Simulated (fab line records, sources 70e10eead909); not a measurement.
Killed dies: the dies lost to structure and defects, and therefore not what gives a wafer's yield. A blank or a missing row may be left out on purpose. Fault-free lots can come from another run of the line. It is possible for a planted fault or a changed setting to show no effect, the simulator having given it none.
Matching of chambers / flow nandHarc / rieDiel-07 running NHARC_A_STAIRCASE_TRIM_196: 4 sister chambers
The step chemistry O2, time 211.2 s. 8 wafers are shown with their chamber, then 8 later ones without.

== EACH WAFER AND ITS CHAMBER ==
wafer=L082.1; chamber=0; drypumpMotorCurrentA (A)=5.4; showerheadPlenumPTorr (Torr)=3.61
wafer=L082.5; chamber=0; drypumpMotorCurrentA (A)=5.4; showerheadPlenumPTorr (Torr)=3.61
wafer=L083.1; chamber=3; drypumpMotorCurrentA (A)=5.1; showerheadPlenumPTorr (Torr)=3.55
wafer=L083.5; chamber=1; drypumpMotorCurrentA (A)=6.6; showerheadPlenumPTorr (Torr)=3.51
wafer=L084.4; chamber=2; drypumpMotorCurrentA (A)=6.2; showerheadPlenumPTorr (Torr)=3.45
wafer=L084.5; chamber=3; drypumpMotorCurrentA (A)=5.1; showerheadPlenumPTorr (Torr)=3.54
wafer=L084.6; chamber=2; drypumpMotorCurrentA (A)=6.1; showerheadPlenumPTorr (Torr)=3.45
wafer=L087.3; chamber=1; drypumpMotorCurrentA (A)=6.7; showerheadPlenumPTorr (Torr)=3.50

== WAFERS WITH NO CHAMBER GIVEN ==
wafer=L087.5; drypumpMotorCurrentA (A)=5.1; showerheadPlenumPTorr (Torr)=3.54
wafer=L087.6; drypumpMotorCurrentA (A)=5.3; showerheadPlenumPTorr (Torr)=3.60
wafer=L091.1; drypumpMotorCurrentA (A)=5.3; showerheadPlenumPTorr (Torr)=3.60
wafer=L091.3; drypumpMotorCurrentA (A)=6.6; showerheadPlenumPTorr (Torr)=3.50
wafer=L091.4; drypumpMotorCurrentA (A)=6.2; showerheadPlenumPTorr (Torr)=3.44
wafer=L097.1; drypumpMotorCurrentA (A)=5.1; showerheadPlenumPTorr (Torr)=3.53
wafer=L097.2; drypumpMotorCurrentA (A)=6.7; showerheadPlenumPTorr (Torr)=3.49
wafer=L097.3; drypumpMotorCurrentA (A)=6.2; showerheadPlenumPTorr (Torr)=3.43

== WHICH CHAMBER EACH ONE RAN IN ==
wafer=L087.5; from the rows above=3; in truth=3
wafer=L087.6; from the rows above=0; in truth=0
wafer=L091.1; from the rows above=0; in truth=0
wafer=L091.3; from the rows above=1; in truth=1
wafer=L091.4; from the rows above=2; in truth=2
wafer=L097.1; from the rows above=3; in truth=3
wafer=L097.2; from the rows above=1; in truth=1
wafer=L097.3; from the rows above=2; in truth=2
Correctly placed: 8 of 8. From these rows, 0 cannot be placed. Placed wrongly: 0.
How it was worked out, from the rows above alone: a wafer's distance from a chamber is the root of the sum, over the readings, of the square of ((its reading less the chamber's mean) divided by the reading's scatter). If the next closest chamber is less than 2 further off than the closest, the wafer can't be placed; otherwise it belongs to the closest. The mean given for a chamber averages the wafers shown for that chamber. How the scatter is found: for the shown wafers, subtract from each reading the mean of its chamber, square and add these, divide the total by (wafers less chambers), then take the root.
